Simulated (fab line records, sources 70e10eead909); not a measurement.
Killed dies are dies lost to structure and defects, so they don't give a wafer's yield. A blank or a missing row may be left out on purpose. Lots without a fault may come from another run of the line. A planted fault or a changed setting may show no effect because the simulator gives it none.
A struck lot beside a sound one | flow nand_harc | 15 steps out of a route of 1302
Sound: wafers L893.2, L893.5, L893.6. Struck: wafer L902.2. (L902.3, L902.6 of the same lot were not struck and are left out.) The cause comes at the end.
At each step with rows: each side's tool, then ch and its chambers, then its first start. Under that, the readings that differ: sound wafers | struck wafers | difference of the means | sigmas: that difference in standard deviations of wafers without a fault.
alike: readings whose means differ by less than 2 such deviations, and words and numbers that are the same on both sides. not compared: withheld readings, readings that some wafer has no value for, bounds like >300 that may hide the same value, and numbers for which the record gives no deviation and whose values overlap.
The two part at a step that has a row with sigmas, a row that says differs or no value, or rows on one side only. Numbers that don't overlap but have no deviation are shown without sigmas and don't part them. A reading that every wafer of one side lacks parts them only if that side has two wafers or more.

first, 1 step without rows for these wafers: NHARC_A_CHANNEL_HOLE_D2_STRIP_43 (strips in O2/COS).
NHARC_A_CHANNEL_HOLE_D2_ETCH_44: etches the open film in CF4/O2, target depth 140 nm, overetch 14 nm, time 77 s.
  sound on rie_diel-06 ch 2,3, day 14 07:25; struck on rie_diel-06 ch 2, day 17 20:10
  reading                | sound                | struck | difference | sigmas
  throttle_valve_pct (%) | 13.413 13.404 13.388 | 13.381 | -0.021     | -2
  alike: drypump_motor_current_A, oes_product_au, rf_vpp_V, showerhead_plenum_p_Torr
  not compared: rf_hours_counter_h
NHARC_A_CHANNEL_HOLE_D2_STRIP_28: strips in O2.
  sound on rie_diel-06 ch 0,1,3; struck on rie_diel-06 ch 3
  alike: drypump_motor_current_A, oes_product_au, rf_vpp_V, showerhead_plenum_p_Torr, throttle_valve_pct
  not compared: rf_hours_counter_h
then, 2 steps without rows for these wafers: NHARC_A_CHANNEL_HOLE_D2_PRECLEAN_29 (cleans in SC1); NHARC_A_CHANNEL_HOLE_D2_SRD_30.
NHARC_A_CHANNEL_HOLE_D2_CD_MEAS_31:
  sound on cd_sem-03, day 14 08:11; struck on cd_sem-02, day 17 21:05
  alike: cd_nm
NHARC_A_CHANNEL_HOLE_D2_XSEM_32:
  sound on xsem-01 ch 0, day 14 08:17; struck on xsem-01 ch 0, day 17 21:10
  alike: bot_cd_nm, bow_nm, tilt_deg
NHARC_A_CHANNEL_HOLE_D2_INSPECT_40:
  sound on defect_inspect-01, day 14 08:22; struck on defect_inspect-01, day 17 21:16
  alike: raw_defect_count
then, 2 steps without rows for these wafers: NHARC_A_CHANNEL_FILL_D2_PRECLEAN_00 (cleans in SC1); NHARC_A_CHANNEL_FILL_D2_SRD_01.
NHARC_A_CHANNEL_FILL_D2_ALD_02: deposits SiO2, target thk 6 nm, pulse time 10 s, ald cycles 60.
  sound on ald_hk-03 ch 1,2,3, day 14 08:43; struck on ald_hk-02 ch 2, day 17 21:31
  alike: heater_power_w, precursor_pulse_height_rel
  not compared: ald_cycles
NHARC_A_CHANNEL_FILL_D2_ALD_03: deposits SiNx, target thk 6 nm, pulse time 60 s, ald cycles 58.
  sound on ald_sin_batch-02 ch 0; struck on ald_sin_batch-02 ch 0
  alike: precursor_pulse_height_rel
  not compared: ald_cycles
NHARC_A_CHANNEL_FILL_D2_ALD_14: deposits SiO2, target thk 2.5 nm, pulse time 10 s, ald cycles 25.
  sound on ald_hk-03 ch 0,1,3, day 14 13:58; struck on ald_hk-04 ch 2, day 18 04:32
  reading    | sound    | struck | difference | sigmas
  ald_cycles | 25 25 25 | 23     | -2         |
  alike: heater_power_w, precursor_pulse_height_rel
then, 1 step without rows for these wafers: NHARC_A_CHANNEL_FILL_D2_ALD_15 (deposits SiNx, target thk 2 nm, pulse time 60 s, ald cycles 19).
NHARC_END_SORT_01:
  the record has rows for the sound wafers here (prober-02 ch 0, day 24 19:35) and none for the struck ones

WHERE THEY PART
First at NHARC_A_CHANNEL_HOLE_D2_ETCH_44; last, within this record, at NHARC_END_SORT_01.

WHY: what the simulator had put in
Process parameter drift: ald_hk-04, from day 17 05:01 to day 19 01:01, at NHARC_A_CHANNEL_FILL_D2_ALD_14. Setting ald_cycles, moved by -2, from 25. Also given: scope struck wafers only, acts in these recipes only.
